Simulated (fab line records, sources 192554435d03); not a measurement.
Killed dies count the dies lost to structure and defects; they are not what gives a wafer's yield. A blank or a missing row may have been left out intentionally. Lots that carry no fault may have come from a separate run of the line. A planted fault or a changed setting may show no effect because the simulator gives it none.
Chamber matching | flow n5 finfet | rie diel-05 running N5_BEOL_M3_ETCH_69: 4 sister chambers
The step etches SiARC in CF4, target depth 15.6 nm, time 26 s. 18 wafers are shown with their chamber, then 9 later ones without.

== WAFERS WITH THEIR CHAMBER ==
wafer  | chamber | showerhead plenum p Torr (Torr) | drypump motor current A (A) | throttle valve pct (%)
L074.1 | 1       | 2.19                            | 5.9                         | 15.52
L074.2 | 3       | 2.17                            | 5.1                         | 15.37
L074.4 | 0       | 2.16                            | 6.0                         | 15.40
L080.1 | 1       | 2.19                            | 5.8                         | 15.55
L080.2 | 3       | 2.17                            | 5.2                         | 15.39
L080.4 | 0       | 2.15                            | 6.0                         | 15.43
L082.1 | 3       | 2.17                            | 5.2                         | 15.38
L082.2 | 0       | 2.15                            | 6.0                         | 15.44
L082.6 | 1       | 2.19                            | 5.8                         | 15.54
L083.1 | 1       | 2.19                            | 5.8                         | 15.53
L083.2 | 0       | 2.15                            | 6.0                         | 15.46
L083.5 | 2       | 2.24                            | 5.1                         | 15.33
L084.2 | 1       | 2.19                            | 5.9                         | 15.55
L084.4 | 0       | 2.15                            | 6.1                         | 15.44
L084.5 | 1       | 2.19                            | 5.8                         | 15.55
L085.1 | 0       | 2.15                            | 6.1                         | 15.47
L085.3 | 1       | 2.19                            | 5.8                         | 15.56
L085.5 | 2       | 2.24                            | 5.1                         | 15.34

SIGNATURES (means of the wafers above)
reading                  | chamber 0 | chamber 1 | chamber 2 | chamber 3 | scatter within a chamber
showerhead plenum p Torr | 2.1517    | 2.1900    | 2.2400    | 2.1700    | 0.00244
drypump motor current A  | 6.033     | 5.829     | 5.100     | 5.167     | 0.0495
throttle valve pct       | 15.4400   | 15.5429   | 15.3350   | 15.3800   | 0.0177
Rule: a wafer's distance from a chamber is the root of the sum, over the readings, of the square of ((its reading less the chamber's mean) divided by the reading's scatter). If the next closest chamber is less than 2 further off than the closest, the wafer can't be placed; otherwise it belongs to the closest. How the scatter is found: for the shown wafers, subtract from each reading the mean of its chamber, square and add these, divide the total by (wafers less chambers), then take the root.

== WAFERS MISSING THEIR CHAMBER ==
wafer  | showerhead plenum p Torr (Torr) | drypump motor current A (A) | throttle valve pct (%)
L089.3 | 2.16                            | 5.2                         | 15.42
L089.4 | 2.15                            | 6.1                         | 15.46
L089.6 | 2.18                            | 5.8                         | 15.57
L094.2 | 2.23                            | 5.1                         | 15.39
L094.4 | 2.18                            | 5.9                         | 15.61
L094.6 | 2.23                            | 5.1                         | 15.37
L096.2 | 2.16                            | 5.2                         | 15.44
L096.4 | 2.18                            | 5.8                         | 15.59
L096.6 | 2.14                            | 6.0                         | 15.50

== THE CHAMBER EACH PASSED THROUGH ==
wafer  | from the rows above | in truth
L089.3 | 3                   | 3
L089.4 | 0                   | 0
L089.6 | 1                   | 1
L094.2 | 2                   | 2
L094.4 | 1                   | 1
L094.6 | 2                   | 2
L096.2 | 3                   | 3
L096.4 | 1                   | 1
L096.6 | 0                   | 0
Placed correctly: 9 of 9. Left unplaced by these rows: 0. Number placed wrongly: 0.
